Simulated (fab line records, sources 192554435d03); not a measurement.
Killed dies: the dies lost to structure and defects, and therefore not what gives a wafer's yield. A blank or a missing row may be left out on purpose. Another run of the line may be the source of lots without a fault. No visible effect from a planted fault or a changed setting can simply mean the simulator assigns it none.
Chamber matching    flow n5Finfet    N5_HKMG_FIN_HK_ALD_01 on aldHk-03: 4 sister chambers
The step deposits HfO2, target thk 1.6 nm, pulse time 3 s, purge time 3 s. 14 wafers are shown with their chamber, then 7 later ones without.

== WAFERS WITH THEIR CHAMBER ==
wafer   chamber  precursorPulseHeightRel
L074.3  1        0.994
L074.4  2        0.995
L074.5  0        1.028
L077.2  0        0.971
L077.3  2        1.002
L077.6  0        1.032
L080.2  1        0.991
L080.4  0        1.024
L080.5  3        1.020
L083.1  1        1.010
L083.2  2        0.983
L083.3  3        1.044
L083.4  0        1.011
L083.5  3        1.014

SIGNATURES, as means of the wafers listed above
reading                  chamber 0  chamber 1  chamber 2  chamber 3  scatter within a chamber
precursorPulseHeightRel  1.01320    0.99833    0.99333    1.02600    0.0184
Rule: distance of a wafer from a chamber = root of the sum over the readings of ((wafer's reading minus chamber's mean) / reading's scatter) squared. If the next closest chamber is less than 2 further off than the closest, the wafer can't be placed; otherwise it belongs to the closest. How the scatter is found: for the shown wafers, subtract from each reading the mean of its chamber, square and add these, divide the total by (wafers less chambers), then take the root.

== WAFERS MISSING THEIR CHAMBER ==
wafer   precursorPulseHeightRel
L083.6  1.001
L086.3  0.980
L086.5  1.006
L086.6  0.990
L096.1  1.016
L096.5  1.005
L096.6  1.039

== WHICH CHAMBER EACH ONE RAN IN ==
wafer   from the rows above                in truth
L083.6  can't be placed: 1 or 2 or 0 or 3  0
L086.3  can't be placed: 2 or 1 or 0 or 3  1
L086.5  can't be placed: 0 or 1 or 2 or 3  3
L086.6  can't be placed: 2 or 1 or 0 or 3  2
L096.1  can't be placed: 0 or 3 or 1 or 2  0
L096.5  can't be placed: 1 or 0 or 2 or 3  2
L096.6  can't be placed: 3 or 0 or 1 or 2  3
Correctly placed: 0 of 7. Not placeable from these rows: 7 (in 7, the candidates include the true chamber). Number placed wrongly: 0.
